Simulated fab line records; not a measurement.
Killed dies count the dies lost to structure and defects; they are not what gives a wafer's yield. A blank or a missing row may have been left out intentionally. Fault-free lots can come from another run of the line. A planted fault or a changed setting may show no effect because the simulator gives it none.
Which tool was responsible?    flow n5Finfet    11 lots, 33 wafers sampled, at 4 steps of a route of 1938

WHAT EACH GAUGE READ, for each wafer
The record lacks any reading of a measuring or inspecting step that a usual standard deviation could be used to judge.

TOOL THAT RAN EACH LOT (tool first, then ch and the chambers of the sampled wafers, then the start)
lot   N5_HKMG_FIN_STRIP_90              N5_PASSIVATION_ETCH_15                        N5_PASSIVATION_STRIP_34            N5_PASSIVATION_PROBE_49
L739  rieDiel-02 ch 0,1, day 4 11:53    rieDiel-04 ch 0,2,3, day 11 03:58 or earlier  rieDiel-02 ch 0,1,2, day 11 03:58  -
L740  rieDiel-01 ch 0,1,2, day 4 15:43  rieDiel-04 ch 0,2,3, day 12 03:38 or earlier  rieDiel-02 ch 0,3, day 12 03:38    -
L741  rieDiel-02 ch 0,1, day 4 20:42    rieDiel-03 ch 0,2,3, day 12 09:18 or earlier  rieDiel-01 ch 0,2,3, day 12 09:18  -
L742  rieDiel-01 ch 0,1,2, day 5 01:35  rieDiel-03 ch 2,3, day 12 02:10 or earlier    rieDiel-06 ch 1,2, day 12 02:10    -
L743  rieDiel-02 ch 0,1,2, day 5 10:38  rieDiel-05 ch 1,2,3, day 12 18:28 or earlier  rieDiel-06 ch 0,1,2, day 12 18:28  -
L744  rieDiel-01 ch 0,2,3, day 5 11:42  rieDiel-04 ch 1,3, day 13 15:52 or earlier    rieDiel-01 ch 0,2,3, day 13 15:52  -
L745  rieDiel-01 ch 0,1, day 5 22:38    rieDiel-03 ch 0,2,3, day 13 19:08 or earlier  rieDiel-06 ch 1,2,3, day 13 19:08  prober-01, day 13 23:27
L746  rieDiel-02 ch 0,2, day 6 01:52    rieDiel-04 ch 0,1, day 13 19:10 or earlier    rieDiel-06 ch 1,2,3, day 13 19:10  -
L751  rieDiel-02 ch 0,1,2, day 7 12:57  rieDiel-04 ch 0,1,3, day 15 06:37 or earlier  rieDiel-01 ch 0,2,3, day 15 06:37  prober-01, day 15 10:49
L754  rieDiel-02 ch 0,1, day 8 04:21    rieDiel-03 ch 2,3, day 15 19:35 or earlier    rieDiel-01 ch 0,1,2, day 15 19:35  prober-02, day 16 00:10
L756  rieDiel-01 ch 2,3, day 8 15:36    rieDiel-04 ch 0,1, day 17 01:11 or earlier    rieDiel-06 ch 0,1,3, day 17 01:11  -
- N5_HKMG_FIN_STRIP_90: strips SOC in N2/H2, time 20 s.
- N5_PASSIVATION_ETCH_15: etches SiCN in CF4/N2, target depth 75 nm, time 81.2 s.
- N5_PASSIVATION_STRIP_34: strips in O2.
- N5_PASSIVATION_PROBE_49

WHAT THE TOOLS THEMSELVES READ (means of the sampled wafers that have a number; where no wafer has one, the mark that the record gives instead)
N5_HKMG_FIN_STRIP_90.
lot   tool        drypumpMotorCurrentA (A)  h2FlowSccm (sccm)  n2FlowSccm (sccm)  oesProductAu (a.u.)  rfVppV (V)  showerheadPlenumPTorr (Torr)  throttleValvePct (%)
L739  rieDiel-02  5.7                       299.8              299.7              0.93                 54.4        3.44                          18.41
L740  rieDiel-01  5.9                       300.9              300.1              0.74                 54.7        3.29                          19.03
L741  rieDiel-02  5.7                       299.5              299.1              0.92                 54.4        3.43                          18.42
L742  rieDiel-01  5.9                       299.3              299.2              0.73                 54.3        3.29                          19.04
L743  rieDiel-02  5.7                       299.9              299.1              0.89                 53.7        3.48                          18.63
L744  rieDiel-01  6.1                       300.6              300.2              0.79                 53.9        3.26                          18.89
L745  rieDiel-01  5.8                       300.4              299.9              0.74                 54.0        3.25                          19.17
L746  rieDiel-02  5.9                       300.3              300.3              0.87                 54.1        3.49                          18.75
L751  rieDiel-02  5.7                       299.6              300.8              0.85                 54.3        3.47                          18.68
L754  rieDiel-02  5.7                       298.6              300.9              0.86                 54.5        3.43                          18.59
L756  rieDiel-01  5.9                       299.8              299.7              0.88                 54.6        3.28                          18.67

N5_PASSIVATION_ETCH_15.
lot   tool        drypumpMotorCurrentA (A)  n2FlowSccm (sccm)  oesProductAu (a.u.)  rfVppV (V)  showerheadPlenumPTorr (Torr)  throttleValvePct (%)
L739  rieDiel-04  5.8                       59.97              0.71                 380.9       2.13                          15.57
L740  rieDiel-04  5.8                       60.04              0.72                 380.7       2.13                          15.58
L741  rieDiel-03  5.9                       59.98              0.86                 382.3       2.19                          15.30
L742  rieDiel-03  6.2                       59.96              0.80                 383.1       2.23                          15.36
L743  rieDiel-05  5.5                       60.08              0.94                 383.4       2.25                          14.88
L744  rieDiel-04  5.7                       59.98              0.72                 380.3       2.11                          15.52
L745  rieDiel-03  5.9                       60.09              0.85                 382.0       2.19                          15.33
L746  rieDiel-04  5.1                       60.13              0.68                 379.6       2.09                          15.48
L751  rieDiel-04  5.4                       60.03              0.81                 381.6       2.18                          15.35
L754  rieDiel-03  5.8                       60.01              0.82                 382.0       2.18                          15.39
L756  rieDiel-04  5.1                       60.02              0.85                 383.4       2.26                          15.17

N5_PASSIVATION_STRIP_34.
lot   tool        drypumpMotorCurrentA (A)  oesProductAu (a.u.)  rfVppV (V)  showerheadPlenumPTorr (Torr)  throttleValvePct (%)
L739  rieDiel-02  5.7                       0.80                 4.6         2.15                          16.48
L740  rieDiel-02  5.4                       0.79                 3.2         2.08                          16.50
L741  rieDiel-01  6.0                       0.88                 3.1         2.10                          16.54
L742  rieDiel-06  5.9                       0.82                 5.3         2.15                          16.75
L743  rieDiel-06  5.8                       0.81                 4.0         2.15                          16.79
L744  rieDiel-01  6.1                       0.85                 2.4         2.10                          16.55
L745  rieDiel-06  5.7                       0.81                 4.6         2.13                          16.72
L746  rieDiel-06  5.8                       0.80                 4.1         2.13                          16.72
L751  rieDiel-01  6.1                       0.82                 3.5         2.09                          16.58
L754  rieDiel-01  5.9                       0.87                 2.6         2.10                          16.52
L756  rieDiel-06  5.7                       0.76                 4.6         2.13                          16.77

N5_PASSIVATION_PROBE_49.
lot   tool       defectLimitedYield (%)  killed_at_M0_to_M3  killed_at_M4_up  killedAtContacts  killedAtFrontEnd  killedAtOther  killedDies  killedOnRim  killedOpen  killedShort  sort_bin_4_leakage (%)  sort_bin_5_function (%)  sort_bin_6_memory (%)  sortNPass  sortYieldPct (%)
L745  prober-01  91.5                    22                  11               9                 55                3.0            100         11           55          42           0.00                    4.8                      3.1                    1080       91.5
L751  prober-01  90.1                    36                  10               11                59                0.3            117         17           59          35           0.00                    6.0                      2.9                    1063       90.1
L754  prober-02  89.9                    34                  9                12                58                5.7            119         14           62          34           0.00                    5.5                      3.5                    1061       89.9

THE ANSWER, worked out from the rows above alone
Rule: what is usual is taken from the lots themselves. The widest of any qualifying gaps counts: lots, ordered by their means at a reading, are off when they make up no more than a third of the lots, leave a main group of 4 or more, and stand apart from it by 3 or more times the standard deviation of that group's means. A main group whose means are all the same, to the digits that the tables above print for the reading, isn't used. Also off: a lot with no number at a reading for which 4 or more lots have one. The other lots that the step has rows for count as sound. Order of review: gauges by route order, followed by the tools' own readings, for which a lot's mean as printed above is used. At the first step where some lot is off, the reading lying furthest off is the one used; lots without a number count as furthest.
No lot is off on any of the readings shown, so nothing can be concluded from this.

WHAT THE SIMULATOR HAD PUT IN
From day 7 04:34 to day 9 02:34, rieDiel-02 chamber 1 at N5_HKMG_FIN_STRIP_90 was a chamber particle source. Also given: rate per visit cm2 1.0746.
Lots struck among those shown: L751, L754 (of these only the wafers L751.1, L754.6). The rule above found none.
